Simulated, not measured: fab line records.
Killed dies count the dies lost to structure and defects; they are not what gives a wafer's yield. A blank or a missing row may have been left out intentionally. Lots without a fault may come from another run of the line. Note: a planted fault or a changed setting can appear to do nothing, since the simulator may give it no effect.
Chamber matching || flow n5_finfet || pecvd-01 running N5_BEOL_M2_PECVD_72: 3 sister chambers
The step deposits SiO2 from TEOS/O2, target thk 16 nm, time 18 s. 15 wafers are shown with their chamber, then 7 later ones without.

WAFERS, EACH WITH ITS CHAMBER
{"wafer": "L299.1", "chamber": 2, "throttle_valve_pct (%)": 19.6, "showerhead_plenum_p_Torr (Torr)": 8.73, "heater_power_w (W)": 669}
{"wafer": "L299.4", "chamber": 1, "throttle_valve_pct (%)": 22.6, "showerhead_plenum_p_Torr (Torr)": 8.75, "heater_power_w (W)": 666}
{"wafer": "L299.6", "chamber": 2, "throttle_valve_pct (%)": 19.8, "showerhead_plenum_p_Torr (Torr)": 8.75, "heater_power_w (W)": 668}
{"wafer": "L303.1", "chamber": 0, "throttle_valve_pct (%)": 22.7, "showerhead_plenum_p_Torr (Torr)": 8.64, "heater_power_w (W)": 708}
{"wafer": "L303.3", "chamber": 1, "throttle_valve_pct (%)": 22.4, "showerhead_plenum_p_Torr (Torr)": 8.73, "heater_power_w (W)": 592}
{"wafer": "L303.4", "chamber": 1, "throttle_valve_pct (%)": 22.6, "showerhead_plenum_p_Torr (Torr)": 8.72, "heater_power_w (W)": 606}
{"wafer": "L304.1", "chamber": 1, "throttle_valve_pct (%)": 22.5, "showerhead_plenum_p_Torr (Torr)": 8.74, "heater_power_w (W)": 650}
{"wafer": "L304.3", "chamber": 2, "throttle_valve_pct (%)": 19.8, "showerhead_plenum_p_Torr (Torr)": 8.76, "heater_power_w (W)": 625}
{"wafer": "L304.5", "chamber": 1, "throttle_valve_pct (%)": 22.5, "showerhead_plenum_p_Torr (Torr)": 8.75, "heater_power_w (W)": 635}
{"wafer": "L306.5", "chamber": 0, "throttle_valve_pct (%)": 22.6, "showerhead_plenum_p_Torr (Torr)": 8.65, "heater_power_w (W)": 636}
{"wafer": "L306.6", "chamber": 1, "throttle_valve_pct (%)": 22.5, "showerhead_plenum_p_Torr (Torr)": 8.74, "heater_power_w (W)": 659}
{"wafer": "L308.1", "chamber": 1, "throttle_valve_pct (%)": 22.6, "showerhead_plenum_p_Torr (Torr)": 8.73, "heater_power_w (W)": 649}
{"wafer": "L308.4", "chamber": 2, "throttle_valve_pct (%)": 20.1, "showerhead_plenum_p_Torr (Torr)": 8.77, "heater_power_w (W)": 645}
{"wafer": "L309.1", "chamber": 0, "throttle_valve_pct (%)": 22.2, "showerhead_plenum_p_Torr (Torr)": 8.65, "heater_power_w (W)": 653}
{"wafer": "L309.2", "chamber": 2, "throttle_valve_pct (%)": 19.9, "showerhead_plenum_p_Torr (Torr)": 8.80, "heater_power_w (W)": 620}

SIGNATURES (averages over the wafers above)
{"reading": "throttle_valve_pct", "chamber 0": 22.500, "chamber 1": 22.529, "chamber 2": 19.840, "scatter within a chamber": 0.16}
{"reading": "showerhead_plenum_p_Torr", "chamber 0": 8.6467, "chamber 1": 8.7371, "chamber 2": 8.7620, "scatter within a chamber": 0.0171}
{"reading": "heater_power_w", "chamber 0": 665.67, "chamber 1": 636.71, "chamber 2": 645.40, "scatter within a chamber": 28.3}
Rule: for each reading, subtract the chamber's mean from the wafer's reading, divide by that reading's scatter and square the result; add these up over the readings and take the root, which gives the wafer's distance from the chamber. The wafer belongs to the nearest chamber; if the next one is less than 2 further off, it can't be placed. The scatter is the square root of a quotient: the sum, over the shown wafers, of each reading's squared deviation from its chamber's mean, divided by wafers minus chambers.

WAFERS MISSING THEIR CHAMBER
{"wafer": "L309.5", "throttle_valve_pct (%)": 22.8, "showerhead_plenum_p_Torr (Torr)": 8.64, "heater_power_w (W)": 648}
{"wafer": "L318.1", "throttle_valve_pct (%)": 22.3, "showerhead_plenum_p_Torr (Torr)": 8.75, "heater_power_w (W)": 552}
{"wafer": "L318.3", "throttle_valve_pct (%)": 22.7, "showerhead_plenum_p_Torr (Torr)": 8.63, "heater_power_w (W)": 640}
{"wafer": "L318.4", "throttle_valve_pct (%)": 22.8, "showerhead_plenum_p_Torr (Torr)": 8.62, "heater_power_w (W)": 650}
{"wafer": "L319.2", "throttle_valve_pct (%)": 20.0, "showerhead_plenum_p_Torr (Torr)": 8.74, "heater_power_w (W)": 672}
{"wafer": "L319.3", "throttle_valve_pct (%)": 22.3, "showerhead_plenum_p_Torr (Torr)": 8.73, "heater_power_w (W)": 668}
{"wafer": "L319.4", "throttle_valve_pct (%)": 22.6, "showerhead_plenum_p_Torr (Torr)": 8.65, "heater_power_w (W)": 731}

CHAMBER TAKEN BY EACH
{"wafer": "L309.5", "from the rows above": 0, "in truth": 0}
{"wafer": "L318.1", "from the rows above": 1, "in truth": 1}
{"wafer": "L318.3", "from the rows above": 0, "in truth": 0}
{"wafer": "L318.4", "from the rows above": 0, "in truth": 0}
{"wafer": "L319.2", "from the rows above": 2, "in truth": 2}
{"wafer": "L319.3", "from the rows above": 1, "in truth": 1}
{"wafer": "L319.4", "from the rows above": 0, "in truth": 0}
Correctly placed: 7 of 7. Can't be placed from these rows: 0. Number placed wrongly: 0.
